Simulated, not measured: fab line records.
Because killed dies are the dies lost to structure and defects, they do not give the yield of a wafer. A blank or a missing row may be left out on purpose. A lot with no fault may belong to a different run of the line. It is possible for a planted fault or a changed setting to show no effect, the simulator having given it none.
fab line records	flow n5_finfet	part 1 of 2: steps 1 to 24 of 30
record: lots: 5	wafers: 15	last_day: 18
route steps=1938 shown GATE_CUT@505 MOL_CONTACT_COAG@517
lots with no fault: from the same line, run without faults
start_h: hours from the record's first day to the start of the lot's first wafer shown	wait_h: how many hours have passed since the lot's step before this one	" as in the row above	L1.1+2: a row that stands for several wafers	- value missing, or start not given	* or withheld: withheld	< > ~ a bound
route shown NAME@n: a module of which the file shows steps, and the number in the route of the first	usual: mean/standard deviation taken from wafers without a fault	same: alike in all rows	chamber/n: place in a boat	sites: readings site by site	_std_site: the values' standard deviation	_edge_site: the outer-site mean with the inner-site mean subtracted	radius_mm: for every site, how far away it sits from the centre of the wafer	mask NAME#n: copy n	behind: the last tool/chamber to shape the wafer	hold: reason for holding the lot/hours on hold/outcome of the hold	device: names the non-switching transistor (n, p or np)	end of line: at the end of the route, the tests of the same wafers	a step with no rows: only its recipe	killed: count of dies lost to structure and defects at first sort (not the wafer's yield)	map: per-die view of a wafer (x killed, . not killed, _ where there is no die)
set.NAME: the setting the step ran with; set.NAME@STEP: the setting that earlier step ran with	model.NAME: the simulator's own value behind a step, which no gauge read
certain route steps with their lots: each step a table, each wafer a row
services: a tool's chamber out of use, with start hour (start_h, from the record's first day; less than 0 if before it), hours out, and reason
== steps ==
step: N5_GATE_CUT_VAPOR_ETCH_49
recipe: chemistry: BCl3/Cl2	target: TiAlC	mode: isotropic
usual: drypump_motor_current_A: 5.7/0.39	oes_product_au: 0.78/0.13
lot.wafer	tool	chamber	start_h	wait_h	drypump_motor_current_A	oes_product_au
L080.1	rie_metal-01	0	124.76	0.0	5.5	0.99
L080.4	"	0	"	"	5.6	1.00
L080.5	"	1	"	"	6.2	0.63
L085.1	rie_metal-01	1	159.12	0.0	6.2	0.61
L085.2	"	0	"	"	5.5	0.94
L085.6	"	0	"	"	5.5	0.93
L087.1	rie_metal-01	1	165.71	0.0	6.2	0.62
L087.2	"	0	"	"	5.6	0.93
L087.3	"	1	"	"	6.2	0.62
L092.1	rie_metal-01	1	193.66	0.0	6.2	0.61
L092.3	"	1	"	"	6.2	0.61
L092.6	"	0	"	"	5.6	0.92
L096.1	rie_metal-03	1	219.20	0.0	5.8	0.78
L096.3	"	0	"	"	4.9	0.78
L096.5	"	0	"	"	4.9	0.79
step: N5_GATE_CUT_VAPOR_ETCH_51
recipe: chemistry: BCl3/Cl2	target: HfO2	mode: isotropic
usual: drypump_motor_current_A: 5.7/0.38	oes_product_au: 0.78/0.13
lot.wafer	tool	chamber	start_h	wait_h	drypump_motor_current_A	oes_product_au
L080.1	rie_metal-01	0	124.79	0.0	5.6	0.98
L080.4	"	0	"	"	5.6	0.98
L080.5	"	1	"	"	6.2	0.62
L085.1	rie_metal-01	1	159.15	0.0	6.2	0.61
L085.2	"	0	"	"	5.6	0.94
L085.6	"	0	"	"	5.5	0.94
L087.1	rie_metal-01	1	165.77	0.0	6.2	0.62
L087.2	"	0	"	"	5.5	0.94
L087.3	"	1	"	"	6.2	0.62
L092.1	rie_metal-01	1	193.69	0.0	6.2	0.61
L092.3	"	1	"	"	6.2	0.61
L092.6	"	0	"	"	5.6	0.91
L096.1	rie_metal-03	1	219.23	0.0	5.8	0.78
L096.3	"	0	"	"	4.9	0.78
L096.5	"	0	"	"	4.9	0.77
step: N5_GATE_CUT_STRIP_21
recipe: chemistry: N2/H2	time_s: 30	power_w: 1000	temp_c: 250	pressure_mtorr: withheld	n2_flow_sccm: 1750	h2_flow_sccm: 3250
usual: drypump_motor_current_A: 6.0/0.49	heater_power_w: 338/52	temp_c: 250.00/0.19
lot.wafer	tool	chamber	start_h	wait_h	drypump_motor_current_A	heater_power_w	rf_hours_counter_h	temp_c
L080.1	plasma_asher-01	0	124.84	0.0	6.1	271	99	249.86
L080.4	"	1	"	"	6.5	359	-	249.60
L080.5	"	0	"	"	6.0	271	-	249.95
L085.1	plasma_asher-02	0	159.20	0.0	5.1	343	50	249.90
L085.2	"	1	"	"	5.8	417	50	249.71
L085.6	"	0	"	"	5.1	355	-	249.82
L087.1	plasma_asher-01	0	165.84	0.1	6.0	277	107	249.92
L087.2	"	1	"	"	6.5	363	107	249.75
L087.3	"	1	"	"	6.5	365	-	249.97
L092.1	plasma_asher-02	1	193.74	0.0	5.8	415	58	249.95
L092.3	"	1	"	"	5.8	422	-	250.11
L092.6	"	1	"	"	5.8	431	-	249.83
L096.1	plasma_asher-02	1	219.28	0.0	5.8	408	62	249.94
L096.3	"	1	"	"	5.9	411	-	249.82
L096.5	"	0	"	"	5.1	350	-	250.10
step: N5_GATE_CUT_STRIP_29
recipe: chemistry: post_etch_residue_remover	time_s: 60	temp_c: 25	remover_ph: withheld	remover_water_wt_pct: withheld	remover_fluoride_wt_pct: withheld
usual: temp_c: 25.00/0.11
lot.wafer	tool	chamber	start_h	wait_h	temp_c
L080.1	wet_bench-02	4	124.93	0.1	25.10
L080.4	"	3	"	"	25.08
L080.5	"	7	"	"	24.97
L085.1	wet_bench-02	0	159.28	0.1	25.13
L085.2	"	7	"	"	25.02
L085.6	"	2	"	"	25.14
L087.1	wet_bench-02	5	165.93	0.1	25.04
L087.2	"	3	"	"	24.88
L087.3	"	2	"	"	25.01
L092.1	wet_bench-01	3	193.83	0.1	24.87
L092.3	"	2	"	"	25.06
L092.6	"	6	"	"	24.99
L096.1	wet_bench-02	2	219.36	0.1	25.00
L096.3	"	6	"	"	24.93
L096.5	"	5	"	"	25.07
step: N5_GATE_CUT_SRD_52
recipe: dry: ipa_marangoni	time_s: 30	temp_c: 23	rinse_liquid: diw
usual: temp_c: 23.01/0.11
lot.wafer	tool	chamber	start_h	wait_h	temp_c
L080.1	wet_bench-02	4	124.95	0.0	23.11
L080.4	"	3	"	"	22.88
L080.5	"	7	"	"	22.93
L085.1	wet_bench-02	0	159.30	0.0	23.10
L085.2	"	7	"	"	23.17
L085.6	"	2	"	"	23.04
L087.1	wet_bench-02	5	165.95	0.0	22.92
L087.2	"	3	"	"	22.89
L087.3	"	2	"	"	23.09
L092.1	wet_bench-01	3	193.85	0.0	23.00
L092.3	"	2	"	"	22.87
L092.6	"	6	"	"	23.04
L096.1	wet_bench-02	2	219.38	0.0	23.03
L096.3	"	6	"	"	23.11
L096.5	"	5	"	"	23.07
step: N5_GATE_CUT_ALD_22
recipe: material: SiNx	target_thk_a: 160	temp_c: 400	ald_precursor_family: SiH2I2	ald_co_reactant: N2/H2-plasma	pulse_time_s: 1	ald_cycles: 320	purge_time_s: 2	co_reactant_purge_time_s: 2	pressure_torr: 2
usual: heater_power_w: 836/78	precursor_pulse_height_rel: 1.001/0.021
same: ald_cycles: 320
lot.wafer	tool	chamber	start_h	wait_h	heater_power_w	precursor_pulse_height_rel
L080.1	ald_sin-03	2	124.99	0.0	963	1.009
L080.4	"	0	"	"	825	0.994
L080.5	"	1	"	"	803	1.031
L085.1	ald_sin-04	1	159.36	0.0	883	1.028
L085.2	"	0	"	"	724	0.992
L085.6	"	2	"	"	863	1.009
L087.1	ald_sin-04	0	166.00	0.0	704	0.982
L087.2	"	2	"	"	857	0.992
L087.3	"	1	"	"	907	0.998
L092.1	ald_sin-03	1	193.89	0.0	798	0.973
L092.3	"	0	"	"	801	0.976
L092.6	"	2	"	"	970	0.987
L096.1	ald_sin-02	2	219.43	0.0	788	0.969
L096.3	"	1	"	"	784	0.992
L096.5	"	3	"	"	770	1.002
step: N5_GATE_CUT_CMP_23
recipe: stop_on: SiO2	t_overpolish_s: 23.4	post_cmp_clean: alkaline_brush	down_force_psi: 2.5	platen_rpm: 51.8	pad_velocity_m_s: 1.0307	target_thk_nm: 16
usual: motor_current_A: 8.8/0.87	overpolish_run_s: 23.401/0.0088	time_to_endpoint_s: 19.5/2.3
lot.wafer	tool	chamber	start_h	wait_h	motor_current_A	overpolish_run_s	time_to_endpoint_s
L080.4	cmp-01	3	126.52	0.8	8.4	23.395	18.7
L080.1	"	1	"	"	9.3	23.403	18.5
L080.5	"	3	"	"	8.0	23.413	19.8
L085.2	cmp-03	0	160.85	0.8	9.0	23.421	16.9
L085.1	"	2	"	"	8.9	23.410	18.0
L085.6	"	1	"	"	10.1	23.403	14.3
L087.1	cmp-01	2	167.48	0.8	7.5	23.399	23.4
L087.3	"	3	"	"	8.4	23.391	24.0
L087.2	"	0	"	"	8.6	23.402	23.9
L092.3	cmp-03	3	195.38	0.8	10.5	23.407	20.7
L092.1	"	2	"	"	9.0	23.407	16.4
L092.6	"	0	"	"	8.7	23.394	17.6
L096.3	cmp-01	3	220.96	0.8	8.0	23.383	18.9
L096.1	"	1	"	"	8.1	23.390	17.1
L096.5	"	3	"	"	7.8	23.409	22.7
step: N5_GATE_CUT_THK_MEAS_24
recipe: reads: SiO2_of_GATE_CUT_HM_DEP_46+SiO2_flowable_of_ILD0_FCVD_FILL_01
usual: GC_FILL_THK: 220.2/1.8
lot.wafer	tool	chamber	start_h	wait_h	GC_FILL_THK[nm]
L080.1	film_metro-02	-	126.78	-	217.1
L080.4	"	-	"	"	219.3
L080.5	"	-	"	"	221.5
L085.1	film_metro-01	-	161.14	-	220.8
L085.2	"	-	"	"	219.2
L085.6	"	-	"	"	221.5
L087.1	film_metro-01	-	167.78	-	219.0
L087.2	"	-	"	"	220.6
L087.3	"	-	"	"	218.2
L092.1	film_metro-02	-	195.68	-	217.1
L092.3	"	-	"	"	216.1
L092.6	"	-	"	"	220.4
L096.1	film_metro-02	-	221.22	-	218.6
L096.3	"	-	"	"	221.3
L096.5	"	-	"	"	223.4
step: N5_GATE_CUT_CMP_43
recipe: material: SiO2	post_cmp_clean: rinse_only
usual: motor_current_A: 11.8/1.3
lot.wafer	tool	chamber	start_h	wait_h	motor_current_A
L080.1	cmp-03	0	126.81	0.0	11.3
L080.4	"	2	"	"	12.0
L080.5	"	0	"	"	12.1
L085.1	cmp-01	1	161.25	0.1	12.1
L085.2	"	2	"	"	10.2
L085.6	"	1	"	"	11.8
L087.1	cmp-01	0	167.81	0.0	11.1
L087.2	"	2	"	"	9.7
L087.3	"	3	"	"	11.2
L092.3	cmp-03	3	195.71	0.0	13.6
L092.1	"	1	"	"	13.0
L092.6	"	0	"	"	11.4
L096.3	cmp-04	0	221.25	0.0	9.4
L096.1	"	2	"	"	10.6
L096.5	"	1	"	"	13.3
step: N5_GATE_CUT_CMP_61
recipe: stop_on: SiNx	t_overpolish_s: 3	post_cmp_clean: alkaline_brush	down_force_psi: 4	platen_rpm: 27.09	pad_velocity_m_s: 0.539
usual: motor_current_A: 11.8/1.2
lot.wafer	tool	chamber	start_h	wait_h	motor_current_A
L080.1	cmp-03	0	127.29	0.4	11.8
L080.4	"	2	"	"	11.5
L080.5	"	0	"	"	12.0
L085.1	cmp-01	1	161.68	0.3	11.7
L085.2	"	2	"	"	9.8
L085.6	"	1	"	"	11.8
L087.1	cmp-01	0	168.29	0.4	10.9
L087.2	"	2	"	"	9.6
L087.3	"	3	"	"	11.7
L092.3	cmp-03	3	196.19	0.4	13.9
L092.1	"	1	"	"	12.5
L092.6	"	0	"	"	11.9
L096.3	cmp-04	0	221.76	0.4	9.4
L096.1	"	2	"	"	10.6
L096.5	"	1	"	"	13.5
step: N5_GATE_CUT_INSPECT_26
recipe: inspect_instrument: darkfield	mode: post_cmp
usual: raw_defect_count: 36/15
lot.wafer	tool	chamber	start_h	wait_h	raw_defect_count
L080.1	defect_inspect-01	-	127.54	0.0	25
L080.4	"	-	"	"	18
L080.5	"	-	"	"	24
L085.1	defect_inspect-02	-	161.88	0.0	58
L085.2	"	-	"	"	63
L085.6	"	-	"	"	36
L087.1	defect_inspect-02	-	168.52	0.0	25
L087.2	"	-	"	"	77
L087.3	"	-	"	"	54
L092.1	defect_inspect-02	-	196.43	0.0	48
L092.3	"	-	"	"	22
L092.6	"	-	"	"	20
L096.1	defect_inspect-01	-	222.01	0.0	21
L096.3	"	-	"	"	37
L096.5	"	-	"	"	37
step: N5_MOL_CONTACT_COAG_COAT_103
recipe: resist: SOC	temp_c: 250	time_s: 60	spin_rpm: 1500	resist_thk_nm: 80
usual: plate_temp_C: 249.97/0.15
lot.wafer	tool	chamber	start_h	wait_h	plate_temp_C
L080.1	litho_track-05	0	127.57	0.0	249.84
L080.4	"	0	"	"	249.68
L080.5	"	0	"	"	249.92
L085.1	litho_track-03	0	161.91	0.0	249.81
L085.2	"	0	"	"	250.04
L085.6	"	0	"	"	249.98
L087.1	litho_track-03	0	168.55	0.0	249.97
L087.2	"	0	"	"	250.06
L087.3	"	0	"	"	250.07
L092.1	litho_track-05	0	196.46	0.0	250.10
L092.3	"	0	"	"	249.87
L092.6	"	0	"	"	250.08
L096.1	litho_track-05	0	222.04	0.0	250.10
L096.3	"	0	"	"	250.04
L096.5	"	0	"	"	250.12
step: N5_MOL_CONTACT_COAG_COAT_104
recipe: resist: SiARC	temp_c: 220	time_s: 60	spin_rpm: 1500	resist_thk_nm: 12
usual: plate_temp_C: 219.99/0.15
lot.wafer	tool	chamber	start_h	wait_h	plate_temp_C
L080.1	litho_track-05	0	-	-	220.12
L080.4	"	0	"	"	219.84
L080.5	"	0	"	"	220.15
L085.1	litho_track-03	0	-	-	220.04
L085.2	"	0	"	"	219.87
L085.6	"	0	"	"	220.05
L087.1	litho_track-03	0	-	-	220.13
L087.2	"	0	"	"	220.13
L087.3	"	0	"	"	220.00
L092.1	litho_track-05	0	-	-	220.10
L092.3	"	0	"	"	219.85
L092.6	"	0	"	"	220.05
L096.1	litho_track-05	0	-	-	220.01
L096.3	"	0	"	"	219.95
L096.5	"	0	"	"	219.74
step: N5_MOL_CONTACT_COAG_COAT_58
recipe: resist: underlayer	temp_c: 205	time_s: 60	spin_rpm: 1500	resist_thk_nm: 10
usual: plate_temp_C: 204.99/0.15
lot.wafer	tool	chamber	start_h	wait_h	plate_temp_C
L080.1	litho_track-05	0	-	-	204.72
L080.4	"	0	"	"	204.68
L080.5	"	0	"	"	204.64
L085.1	litho_track-03	0	-	-	204.80
L085.2	"	0	"	"	204.75
L085.6	"	0	"	"	204.81
L087.1	litho_track-03	0	-	-	205.08
L087.2	"	0	"	"	204.92
L087.3	"	0	"	"	204.89
L092.1	litho_track-05	0	-	-	204.93
L092.3	"	0	"	"	205.09
L092.6	"	0	"	"	205.17
L096.1	litho_track-05	0	-	-	205.19
L096.3	"	0	"	"	204.83
L096.5	"	0	"	"	204.81
step: N5_MOL_CONTACT_COAG_COAT_02
recipe: resist: CAR-EUV	spin_rpm: 1500	resist_thk_nm: 30
lot.wafer	tool	chamber	start_h	wait_h
L080.1+4+5	litho_track-05	0	-	-
L085.1+2+6	litho_track-03	0	-	-
L087.1+2+3	litho_track-03	0	-	-
L092.1+3+6	litho_track-05	0	-	-
L096.1+3+5	litho_track-05	0	-	-
step: N5_MOL_CONTACT_COAG_EBR_04
recipe: solvent: PGMEA	ebr_width_mm: 1.5
lot.wafer	tool	chamber	start_h	wait_h
L080.1+4+5	litho_track-05	0	-	-
L085.1+2+6	litho_track-03	0	-	-
L087.1+2+3	litho_track-03	0	-	-
L092.1+3+6	litho_track-05	0	-	-
L096.1+3+5	litho_track-05	0	-	-
step: N5_MOL_CONTACT_COAG_SOFTBAKE_03
recipe: temp_c: 110	time_s: 60	resist: CAR-EUV
usual: plate_temp_C: 109.99/0.13
lot.wafer	tool	chamber	start_h	wait_h	plate_temp_C
L080.1	litho_track-05	0	-	-	110.13
L080.4	"	0	"	"	109.79
L080.5	"	0	"	"	109.92
L085.1	litho_track-03	0	-	-	109.98
L085.2	"	0	"	"	109.98
L085.6	"	0	"	"	109.85
L087.1	litho_track-03	0	-	-	109.81
L087.2	"	0	"	"	109.99
L087.3	"	0	"	"	109.90
L092.1	litho_track-05	0	-	-	109.92
L092.3	"	0	"	"	109.82
L092.6	"	0	"	"	109.80
L096.1	litho_track-05	0	-	-	110.20
L096.3	"	0	"	"	109.89
L096.5	"	0	"	"	110.06
step: N5_MOL_CONTACT_COAG_EXPOSE_05
recipe: mask_id: CA	na: 0.33	source_shape: annular	sigma_inner: 0.4	sigma_outer: 0.8	polarization: unpolarized	defocus_nm: 0	dose_mj: 38.25
usual: reticle_temp_C: 22.99/0.095
lot.wafer	tool	chamber	start_h	wait_h	mask	reticle_temp_C
L080.1	euv_scanner-01	0	127.83	-	CA#0	22.86
L080.4	"	0	"	"	CA#0	23.07
L080.5	"	0	"	"	CA#0	22.99
L085.1	euv_scanner-01	0	162.05	-	CA#0	22.98
L085.2	"	0	"	"	CA#0	22.88
L085.6	"	0	"	"	CA#0	22.74
L087.1	euv_scanner-02	0	168.81	-	CA#0	22.99
L087.2	"	0	"	"	CA#0	22.87
L087.3	"	0	"	"	CA#0	22.93
L092.1	euv_scanner-01	0	196.72	-	CA#0	23.01
L092.3	"	0	"	"	CA#0	22.90
L092.6	"	0	"	"	CA#0	22.89
L096.1	euv_scanner-01	0	222.25	-	CA#0	23.01
L096.3	"	0	"	"	CA#0	22.86
L096.5	"	0	"	"	CA#0	22.86
step: N5_MOL_CONTACT_COAG_PEB_06
recipe: peb_temp_c: 100	peb_time_s: 60	resist: CAR-EUV
usual: plate_temp_C: 100.00/0.13
lot.wafer	tool	chamber	start_h	wait_h	plate_temp_C
L080.1	litho_track-03	0	127.89	0.1	100.00
L080.4	"	0	"	"	99.75
L080.5	"	0	"	"	99.93
L085.1	litho_track-03	0	162.11	0.1	99.85
L085.2	"	0	"	"	100.03
L085.6	"	0	"	"	99.75
L087.1	litho_track-05	0	168.87	0.1	100.03
L087.2	"	0	"	"	99.88
L087.3	"	0	"	"	100.00
L092.1	litho_track-05	0	196.78	0.1	99.91
L092.3	"	0	"	"	99.92
L092.6	"	0	"	"	99.95
L096.1	litho_track-01	0	222.31	0.1	99.80
L096.3	"	0	"	"	99.96
L096.5	"	0	"	"	100.06
step: N5_MOL_CONTACT_COAG_DEVELOP_07
recipe: develop_time_s: 30	developer: TMAH	resist: CAR-EUV	rinse_liquid: surfactant_rinse	dry: air_spin	dev_temp_c: 23
lot.wafer	tool	chamber	start_h	wait_h
L080.1+4+5	litho_track-03	0	-	-
L085.1+2+6	litho_track-03	0	-	-
L087.1+2+3	litho_track-05	0	-	-
L092.1+3+6	litho_track-05	0	-	-
L096.1+3+5	litho_track-01	0	-	-
step: N5_MOL_CONTACT_COAG_CD_MEAS_08
recipe: target_cd_nm: 28	landing_energy_ev: 500	detector: se_inlens	polarity: opening
usual: cd_nm: 28.03/0.26
lot.wafer	tool	chamber	start_h	wait_h	cd_nm
L080.1	cd_sem-03	0	127.96	-	27.81
L080.4	"	0	"	"	28.13
L080.5	"	0	"	"	27.89
L085.1	cd_sem-01	0	162.18	-	27.98
L085.2	"	0	"	"	27.79
L085.6	"	0	"	"	27.60
L087.1	cd_sem-02	0	168.94	-	28.16
L087.2	"	0	"	"	28.40
L087.3	"	0	"	"	28.33
L092.1	cd_sem-03	0	196.85	-	27.95
L092.3	"	0	"	"	28.11
L092.6	"	0	"	"	28.27
L096.1	cd_sem-01	0	222.38	-	27.76
L096.3	"	0	"	"	27.82
L096.5	"	0	"	"	28.27
step: N5_MOL_CONTACT_COAG_OVL_MEAS_09
recipe: points_per_wafer: 522
usual: CA_OVL: -0.5/0.64
lot.wafer	tool	chamber	start_h	wait_h	CA_OVL[nm]
L080.1	overlay-01	0	127.99	0.0	-0.3
L080.4	"	0	"	"	-1.4
L080.5	"	0	"	"	-0.7
L085.1	overlay-02	0	162.21	0.0	-0.1
L085.2	"	0	"	"	-0.5
L085.6	"	0	"	"	-0.4
L087.1	overlay-02	0	168.97	0.0	0.4
L087.2	"	0	"	"	0.3
L087.3	"	0	"	"	-0.1
L092.1	overlay-01	0	196.88	0.0	-1.4
L092.3	"	0	"	"	0.2
L092.6	"	0	"	"	-0.1
L096.1	overlay-01	0	222.41	0.0	-0.7
L096.3	"	0	"	"	-0.1
L096.5	"	0	"	"	-0.5
step: N5_MOL_CONTACT_COAG_INSPECT_10
recipe: mode: adi	inspect_instrument: brightfield
usual: raw_defect_count: 64/23
lot.wafer	tool	chamber	start_h	wait_h	raw_defect_count
L080.1	defect_inspect-01	-	128.05	0.1	51
L080.4	"	-	"	"	52
L080.5	"	-	"	"	37
L085.1	defect_inspect-02	-	162.27	0.1	99
L085.2	"	-	"	"	96
L085.6	"	-	"	"	51
L087.1	defect_inspect-01	-	169.03	0.1	54
L087.2	"	-	"	"	122
L087.3	"	-	"	"	86
L092.1	defect_inspect-01	-	196.94	0.1	83
L092.3	"	-	"	"	64
L092.6	"	-	"	"	36
L096.1	defect_inspect-02	-	222.47	0.1	47
L096.3	"	-	"	"	55
L096.5	"	-	"	"	52
step: N5_MOL_CONTACT_COAG_DESCUM_13
recipe: chemistry: O2	time_s: 7	source_power_w: 50	bias_power_w: 20	pressure_mtorr: 20	rf_frequency_hz: 2.712e+07	temp_c: 40	resist: CAR-EUV	o2_flow_sccm: 225
usual: drypump_motor_current_A: 5.6/0.53	o2_flow_sccm: 224.9/0.74	oes_product_au: 0.84/0.092	rf_vpp_V: 243.7/1.6	showerhead_plenum_p_Torr: 2.13/0.089	temp_c: 40.00/0.11	throttle_valve_pct: 20.36/0.16
lot.wafer	tool	chamber	start_h	wait_h	drypump_motor_current_A	o2_flow_sccm	oes_product_au	rf_hours_counter_h	rf_vpp_V	showerhead_plenum_p_Torr	temp_c	throttle_valve_pct
L080.1	rie_diel-03	1	128.09	0.0	6.5	226.1	0.90	37	245.4	2.22	39.85	20.31
L080.4	"	0	"	"	5.5	225.4	0.69	-	242.6	2.05	39.88	20.37
L080.5	"	3	"	"	4.8	225.5	0.74	-	244.6	2.17	40.11	20.73
L085.1	rie_diel-01	2	162.30	0.0	5.3	224.9	0.93	13	244.2	2.23	40.22	20.29
L085.2	"	0	"	"	5.7	225.2	0.81	88	244.2	2.11	40.09	20.30
L085.6	"	2	"	"	5.3	224.8	0.94	-	244.4	2.23	39.92	20.27
L087.1	rie_diel-04	0	169.06	0.0	5.3	225.7	0.90	33	242.0	2.04	40.04	20.28
L087.2	"	1	"	"	5.0	224.1	0.90	17	244.2	2.23	39.80	20.09
L087.3	"	3	"	"	6.0	226.1	0.68	246	240.8	1.97	40.17	20.63
L092.1	rie_diel-01	1	196.97	0.0	5.1	224.2	0.89	42	245.5	2.22	40.15	20.34
L092.3	"	3	"	"	6.3	224.6	0.88	36	242.0	2.05	40.00	20.49
L092.6	"	2	"	"	5.3	225.8	0.90	-	245.7	2.23	39.94	20.28
L096.1	rie_diel-04	1	222.51	0.0	5.1	225.1	0.86	38	246.2	2.22	39.97	20.13
L096.3	"	3	"	"	6.0	224.4	0.97	7	245.4	2.22	40.02	20.32
L096.5	"	1	"	"	5.1	224.3	0.86	-	244.6	2.22	39.86	20.12
